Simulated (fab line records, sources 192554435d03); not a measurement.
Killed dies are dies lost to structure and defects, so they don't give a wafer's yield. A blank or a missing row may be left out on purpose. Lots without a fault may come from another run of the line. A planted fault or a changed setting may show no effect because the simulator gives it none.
Problem report in the 8D (eight disciplines) form, filled by code | flow n5_finfet | the parts of the form that need people (team, actions taken, sign-off) are left out

1. THE PROBLEM
trench_depth_nm at N5_STI_FIN_REVEAL_FIN_H_MEAS_10 reads a mean of 48.7 nm on 4 wafers of 2 lots; wafers without a fault read 52.1 nm with a standard deviation of 0.65. That is -5.2 standard deviations from the usual mean.
First seen on wafer L610.1, day 6 02:04, on ocd-02. The record holds 36 wafers of 12 lots with a number at this step. Rule for "out", or "out of limits": more than 4 standard deviations from the usual mean. The other wafers with a number count as sound.

2. WHAT IT IS AND WHAT IT IS NOT
question                    | is                             | is not
which readings at this step | trench_depth_nm                | -
which lots                  | L610, L612                     | L596, L597, L598, L599, L600, L602, L615, L616, L617, L619
which wafers of those lots  | L610.1, L610.4, L610.6, L612.5 | L612.1, L612.6
read on which gauges        | ocd-01, ocd-02                 | -
when                        | from day 6 02:04               | up to then (18 sound wafers); but 14 sound wafers of L612, L615, L616, L617, L619 came after

3. SUSPECTS, AND WHAT RULES EACH OUT
Counting: a tool at a process step up to the reading stays a suspect if it ran every lot that is out. Sound lots after the first of them don't rule it out here, since some wafers of a struck lot are sound.
- the gauge at N5_STI_FIN_REVEAL_FIN_H_MEAS_10: ruled out. The wafers that are out were read on 2 gauges (ocd-01, ocd-02).
- vapor_etch-01 at N5_STI_FIN_REVEAL_RECESS_09 (chemistry HF/NH3, target SiO2, afs cycles 11, target depth 42.5 nm, sublimation time 60 s): kept. It ran every lot that is out, first L610 (day 5 23:22); its last sound lot up to then is L600 (day 3 09:53).
- Within vapor_etch-01 at N5_STI_FIN_REVEAL_RECESS_09: the wafers that are out ran in chamber 1; their sound lot-mates ran in chamber 0.
Left after counting: vapor_etch-01 at N5_STI_FIN_REVEAL_RECESS_09.

4. THE CAUSE (what the simulator had put in)
Process parameter drift: vapor_etch-01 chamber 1, from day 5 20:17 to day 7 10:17, at N5_STI_FIN_REVEAL_RECESS_09. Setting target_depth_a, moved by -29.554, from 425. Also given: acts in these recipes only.
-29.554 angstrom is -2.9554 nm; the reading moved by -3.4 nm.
Counting left only this tool.

5. THE CHAIN OF EFFECTS, in route order
Each row: a reading whose mean over the struck wafers that have a number lies more than 3 standard deviations from the usual. Only readings for which the record gives a usual standard deviation are gone through. hours: the time from each lot's start at the first step in this table that gives one to its start at this step, as a median over the lots. sigmas: the change in usual standard deviations.
hours | step                            | reading         | usual   | on struck wafers | change | sigmas
0     | N5_STI_FIN_REVEAL_FIN_H_MEAS_10 | trench_depth_nm | 52.1 nm | 48.7             | -3.4   | -5.2

6. WHAT WOULD HAVE CAUGHT IT SOONER
In this record the first reading out of limits at a measuring or inspecting step was taken at day 6 02:04, 6 hours after the fault began at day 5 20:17.
Of the tool readings at N5_STI_FIN_REVEAL_RECESS_09 for which the record gives a usual standard deviation, none was out on any struck wafer, so an alarm limit of 4 standard deviations on them would not have fired.
Of the lots that are out (2), L612 began N5_STI_FIN_REVEAL_RECESS_09 on vapor_etch-01 after day 6 02:04. A hold on the tool at that time would have spared it.
